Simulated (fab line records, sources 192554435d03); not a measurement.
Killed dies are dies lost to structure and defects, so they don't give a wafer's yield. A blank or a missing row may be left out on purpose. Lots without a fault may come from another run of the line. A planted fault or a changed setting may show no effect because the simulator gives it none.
Split-lot experiment | flow n5_finfet | 7 lots, 21 wafers read, on a route of 1938 steps

THE SPLIT
At N5_MOL_CONTACT_COAG_PECVD_31 (deposits SiO2 from TEOS/O2, target thk 46 nm, time 8.9 s), the setting temp_c was moved away from the recipe's 400 C on 7 of the 21 wafers read, by -4.4% to +4.3%. The other wafers ran this setting at the recipe's value.

FROM THE SPLIT TO THE READING: what the file shows between them, 4 steps
- N5_MOL_CONTACT_COAG_COAT_75: time 60 s, resist thk 60 nm
- N5_MOL_CONTACT_COAG_COAT_76: time 60 s, resist thk 10 nm
- N5_MOL_CONTACT_COAG_ETCHBACK_135: etches SiO2 in CHF3, target depth 25 nm, time 16.7 s
- N5_MOL_CONTACT_COAG_STRIP_118: strips in CHF3

THE READING
etch.depth_nm (the simulator's own value, which no gauge read), in nm, at N5_MOL_CONTACT_COAG_VIA_ETCH_46 (etches SiO2 in C4F6/O2, target depth 46 nm, overetch 9.2 nm, time 40 s). The file gives no usual value for it. The 14 wafers here that ran the recipe average 45.66 nm, standard deviation 0.41 nm.

wafer  | tool, chamber at the split | temp_c as run, C | against the recipe | etch.depth_nm, nm | against lot-mates on the recipe
L078.2 | pecvd-04, 1                | 391.4            | -2.2%              | 46.75             | no lot-mate on the recipe
L078.3 | pecvd-04, 0                | 391.4            | -2.2%              | 47.24             | no lot-mate on the recipe
L078.4 | pecvd-04, 0                | 391.4            | -2.2%              | 48.29             | no lot-mate on the recipe
L079.3 | pecvd-01, 0,1              | 400              | recipe             | 45.56             | -
L079.4 | pecvd-01, 0,1              | 400              | recipe             | 45.52             | -
L079.6 | pecvd-01, 2                | 400              | recipe             | 45.88             | -
L085.2 | pecvd-04, 2                | 417.2            | +4.3%              | 40.13             | -5.28
L085.3 | pecvd-04, 0                | 400              | recipe             | 45.68             | -
L085.6 | pecvd-04, 1                | 400              | recipe             | 45.15             | -
L088.2 | pecvd-01, 1                | 400              | recipe             | 45.32             | -
L088.3 | pecvd-01, 0                | 400              | recipe             | 45.93             | -
L088.5 | pecvd-01, 0                | 400              | recipe             | 46.03             | -
L089.1 | pecvd-01, 2                | 400              | recipe             | 45.64             | -
L089.3 | pecvd-01, 1                | 400              | recipe             | 45.25             | -
L089.5 | pecvd-01, 2                | 394.8            | -1.3%              | 47.82             | +2.38
L090.3 | pecvd-02, 1                | 400              | recipe             | 45.34             | -
L090.5 | pecvd-02, 0                | 382.5            | -4.4%              | 50.58             | +5.24
L090.6 | pecvd-02, 1                | 382.5            | -4.4%              | 49.88             | +4.54
L093.2 | pecvd-01, 0                | 400              | recipe             | 45.23             | -
L093.3 | pecvd-01, 1                | 400              | recipe             | 45.97             | -
L093.5 | pecvd-01, 1                | 400              | recipe             | 46.74             | -
Where a row lists several chambers, the file gives one row for several wafers and doesn't say which wafer went through which chamber.

THE FIT
A straight line over all 21 wafers: etch.depth_nm changes by -1.1 nm for each +1% of temp_c; r = -0.96; the points scatter about the line by 0.56 nm.
The same after taking each lot's own level away (the mean of its wafers on the recipe; 18 wafers): -1.17 nm for each +1%; r = -0.98; scatter 0.42 nm.
On that fit, the largest move of temp_c shifts the reading by 5.1 nm.
The lots' own levels span 45.340 to 45.980 nm, that is 1.6 times the standard deviation above.
So the lot-to-lot level changes the slope little: the two slopes agree.
Check: with one of the wafers moved furthest among these (-4.4%) left out of the fit, the line predicts +5.08 nm for it against its lot-mates. It came out at +5.24 nm against them.

OTHER SPLITS ON THESE WAFERS
These wafers also went through other splits before the reading. Each is held against what the fit with the lots' levels taken away leaves over:
other split on the same wafers         | wafers away from the commonest value | r with etch.depth_nm (lot level and that fit taken away)
N5_SD_EPI_P_EPI_21 temp_c              | 6                                    | -0.10
N5_SDB_STRIP_22 power_w                | 7                                    | +0.36
N5_HKMG_FIN_PEB_10 peb_time_s          | 5                                    | -0.15
N5_HKMG_FIN_ETCH_35 source_w           | 6                                    | -0.29
N5_GATE_CUT_ALD_22 ald_cycles          | 5                                    | -0.14
N5_MOL_CONTACT_COAG_COAT_58 spin_rpm   | 7                                    | -0.23
N5_MOL_CONTACT_COAG_ALD_123 ald_cycles | 7                                    | +0.16

THE WHOLE CHAIN: every reading that the file lists as answering this split, in the file's order
step                            | what it does                                                           | reading                                                                                   | change (the file's fit)              | r (the file's)
N5_MOL_CONTACT_COAG_PECVD_31    | deposits SiO2 from TEOS/O2, target thk 46 nm, time 8.9 s               | SiO2_of_MOL_CONTACT_COAG_PECVD_31.thk_nm (the simulator's own value, which no gauge read) | -1.18 nm for each +1% of the setting | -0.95
N5_MOL_CONTACT_COAG_VIA_ETCH_46 | etches SiO2 in C4F6/O2, target depth 46 nm, overetch 9.2 nm, time 40 s | etch.depth_nm (the simulator's own value, which no gauge read)                            | -1.2 nm for each +1% of the setting  | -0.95

THE FILE'S OWN FIT
etch.depth_nm changes by -1.2 nm for each +1% of temp_c, r = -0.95.
